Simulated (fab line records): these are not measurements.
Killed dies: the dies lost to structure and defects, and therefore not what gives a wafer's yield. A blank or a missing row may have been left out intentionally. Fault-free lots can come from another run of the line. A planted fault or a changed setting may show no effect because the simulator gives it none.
Which tool was responsible? -- flow nandHarc -- 24 lots with 72 wafers sampled at 2 steps, on a route of 1302 steps

== WHAT THE GAUGES SHOWED, per wafer ==
NHARC_A_CHANNEL_FILL_D1_INSPECT_13.
lot,measured,on,rawDefectCount
L074,day 11 03:26,defectInspect-01,213 169 172
L075,day 11 16:10,defectInspect-01,427 291 436
L076,day 11 16:10,defectInspect-02,419 377 385
L077,day 12 05:09,defectInspect-01,409 235 325
L078,day 12 19:16,defectInspect-01,336 334 265
L079,day 12 19:16,defectInspect-02,355 829 259
L081,day 13 15:55,defectInspect-02,214 224 289
L080,day 13 15:56,defectInspect-01,300 299 230
L083,day 14 14:47,defectInspect-02,308 278 195
L082,day 14 18:33,defectInspect-02,352 360 250
L085,day 15 05:53,defectInspect-02,263 151 319
L084,day 15 05:54,defectInspect-01,156 252 177
L086,day 15 18:39,defectInspect-02,261 251 249
L088,day 16 23:31,defectInspect-02,335 267 432
L087,day 17 03:01,defectInspect-02,303 317 274
L089,day 17 07:32,defectInspect-01,354 476 287
L090,day 17 18:13,defectInspect-01,134 252 261
L091,day 18 01:56,defectInspect-02,292 379 594
L092,day 18 13:15,defectInspect-01,267 235 238
L093,day 18 19:31,defectInspect-02,630 346 790
L094,day 19 11:13,defectInspect-02,362 534 349
L095,day 19 15:32,defectInspect-02,378 344 231
L096,day 20 06:23,defectInspect-02,256 213 137
L097,day 20 06:23,defectInspect-01,231 129 115

NHARC_A_ONON_D2_THK_MEAS_14: measures by ellipsometry.
lot,measured,on,thkNm (nm)
L074,day 12 16:01,filmMetro-02,990 990 992
L075,day 13 02:02,filmMetro-01,1008 1010 1009
L076,day 13 02:04,filmMetro-02,1000 1001 1000
L077,day 13 17:28,filmMetro-02,998 995 997
L078,day 14 13:29,filmMetro-01,988 989 988
L079,day 14 13:17,filmMetro-01,1018 1018 1022
L081,day 15 11:25,filmMetro-01,1013 1013 1014
L080,day 15 11:31,filmMetro-02,995 995 995
L083,day 16 03:52,filmMetro-01,998 999 999
L082,day 16 03:51,filmMetro-02,991 990 991
L085,day 16 21:58,filmMetro-01,991 992 989
L084,day 16 22:02,filmMetro-01,1000 999 1000
L086,day 17 11:48,filmMetro-01,1018 1019 1017
L088,day 18 16:41,filmMetro-01,991 993 989
L087,day 18 18:42,filmMetro-01,1003 1002 1003
L089,day 19 02:23,filmMetro-02,988 989 989
L090,day 19 02:01,filmMetro-02,1014 1015 1013
L091,day 19 18:31,filmMetro-01,1009 1008 1007
L092,day 20 02:56,filmMetro-02,992 992 992
L093,day 20 09:43,filmMetro-02,1003 1002 1003
L094,day 21 01:53,filmMetro-01,986 984 985
L095,day 21 06:46,filmMetro-02,986 986 986
L096,day 21 19:12,filmMetro-02,991 993 994
L097,day 21 19:22,filmMetro-02,973 973 972

== EACH LOT AND THE TOOL THAT RAN IT (in order: tool; ch and the chambers of the sampled wafers; start) ==
Before these readings, the record contains no process step.

== AS READ BY THE TOOLS THEMSELVES (means over the sampled wafers that have a number; for cases with no such wafer, the mark the record gives instead) ==
The record holds no such reading with a usual standard deviation.

== THE ANSWER, worked out from the rows above alone ==
Rule: the usual values come from the lots themselves. Put in order of their means at a reading, lots are off if they are a third of the lots or fewer, leave a main group of 4 or more, and stand apart from it by a gap of 3 or more times the standard deviation of the main group's means; of several such gaps the widest counts. A main group whose means are all the same, to the digits that the tables above print for the reading, isn't used. A lot without any number at a reading at which 4 lots or more have one is off too. The other lots that the step has rows for count as sound. After the gauges, taken in route order, come the tools' own readings; for these a lot's mean is taken, as printed above. The first step at which some lot is off is used, and at that step the reading that is off furthest; a lot without a number counts as furthest.
None of the lots is off at any reading shown; this tells nothing.

== WHAT THE SIMULATOR HAD PUT IN ==
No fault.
